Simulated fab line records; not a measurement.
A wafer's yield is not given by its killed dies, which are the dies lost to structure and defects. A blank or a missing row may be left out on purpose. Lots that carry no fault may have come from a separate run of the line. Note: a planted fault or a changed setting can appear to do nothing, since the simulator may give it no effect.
Commonality check across tools + flow nandHarc + 12 lots and 36 wafers in the sample

## THE REASON FOR OPENING IT
On 1 of the 12 lots, a flag is raised at NHARC_P_ZERO_WELL_CD_MEAS_24 on the reading cdNm. Wafers without a fault read 720.0 nm, standard deviation 1.4.
Rule: a lot is flagged in two cases, either no wafer of it has a number, or all its wafers with numbers fall more than 4 standard deviations from that mean. The rest of the lots are taken to be sound.

| lot  | measured    | on       | cdNm (nm), wafer by wafer | flag    |
|------|-------------|----------|---------------------------|---------|
| L711 | day 1 14:35 | cdSem-01 | 719.7 719.6 719.5         |         |
| L712 | day 1 20:41 | cdSem-03 | 720.5 721.1 720.0         |         |
| L713 | day 2 02:36 | cdSem-02 | 719.5 719.6 719.7         |         |
| L714 | day 2 08:36 | cdSem-03 | 721.8 721.4 719.3         |         |
| L717 | day 3 02:20 | cdSem-03 | 679.4 678.5 678.8         | FLAGGED |
| L723 | day 4 14:37 | cdSem-01 | 718.4 718.3 719.8         |         |
| L727 | day 5 14:28 | cdSem-03 | 722.3 721.7 721.6         |         |
| L728 | day 5 20:48 | cdSem-02 | 722.4 721.2 721.8         |         |
| L729 | day 6 02:42 | cdSem-01 | 720.7 719.5 720.2         |         |
| L731 | day 6 14:56 | cdSem-03 | 716.5 717.1 718.1         |         |
| L732 | day 6 20:35 | cdSem-01 | 720.3 720.3 721.1         |         |
| L734 | day 7 08:28 | cdSem-01 | 717.5 718.5 717.0         |         |
On average the flagged lots' numbers are 678.9 nm, which is -41.1 nm against the usual, or -29 standard deviations.

## EACH LOT AND THE TOOL IT RAN ON
The record keeps 1 process step preceding the reading, out of 1159 steps on the route. In each cell: the tool, then ch and the chambers that the sampled wafers went through, then the start.
| lot  | flag    | NHARC_P_ZERO_WELL_EXPOSE_21     |
|------|---------|---------------------------------|
| L711 |         | krfScanner-01 ch 0, day 1 14:25 |
| L712 |         | krfScanner-02 ch 0, day 1 20:32 |
| L713 |         | krfScanner-01 ch 0, day 2 02:27 |
| L714 |         | krfScanner-01 ch 0, day 2 08:26 |
| L717 | FLAGGED | krfScanner-01 ch 0, day 3 02:11 |
| L723 |         | krfScanner-02 ch 0, day 4 14:28 |
| L727 |         | krfScanner-01 ch 0, day 5 14:18 |
| L728 |         | krfScanner-02 ch 0, day 5 20:38 |
| L729 |         | krfScanner-01 ch 0, day 6 02:32 |
| L731 |         | krfScanner-02 ch 0, day 6 14:47 |
| L732 |         | krfScanner-01 ch 0, day 6 20:26 |
| L734 |         | krfScanner-01 ch 0, day 7 08:19 |
What the steps here do:
- NHARC_P_ZERO_WELL_EXPOSE_21: exposes mask P NWELL, target cd 720 nm.
- NHARC_P_ZERO_WELL_CD_MEAS_24: target cd 720 nm.

## FLAGGED AGAINST TOTAL, ONE TOOL AT A TIME (gauges that did the reading follow at the end)
| step                         | tool          | lots run | flagged | share of the flagged lots | sound lots run after its first flagged lot |
|------------------------------|---------------|----------|---------|---------------------------|--------------------------------------------|
| NHARC_P_ZERO_WELL_EXPOSE_21  | krfScanner-01 | 8        | 1       | all                       | 4 (L727,L729,L732,L734)                    |
| NHARC_P_ZERO_WELL_EXPOSE_21  | krfScanner-02 | 4        | 0       | none                      | -                                          |
| NHARC_P_ZERO_WELL_CD_MEAS_24 | cdSem-01      | 5        | 0       | none                      | -                                          |
| NHARC_P_ZERO_WELL_CD_MEAS_24 | cdSem-02      | 2        | 0       | none                      | -                                          |
| NHARC_P_ZERO_WELL_CD_MEAS_24 | cdSem-03      | 5        | 1       | all                       | 2 (L727,L731)                              |

## THE TABLE: WHAT IT ALLOWS
In 2 table rows, all flagged lots were run: krfScanner-01 (NHARC_P_ZERO_WELL_EXPOSE_21), cdSem-03 (NHARC_P_ZERO_WELL_CD_MEAS_24).
- krfScanner-01 at NHARC_P_ZERO_WELL_EXPOSE_21: 1 of its 8 lots flagged. Lots that were sound ran on it after the first flagged one (L727, L729, L732, L734); a persistent fault on the entire tool would not allow that.
- cdSem-03 at NHARC_P_ZERO_WELL_CD_MEAS_24: 1 of its 5 lots flagged. Lots that were sound ran on it after the first flagged one (L727, L731); a persistent fault on the entire tool would not allow that.
There is no row in the table that ran each flagged lot and no sound lot after the first.

## WHAT HAD BEEN PUT IN BY THE SIMULATOR
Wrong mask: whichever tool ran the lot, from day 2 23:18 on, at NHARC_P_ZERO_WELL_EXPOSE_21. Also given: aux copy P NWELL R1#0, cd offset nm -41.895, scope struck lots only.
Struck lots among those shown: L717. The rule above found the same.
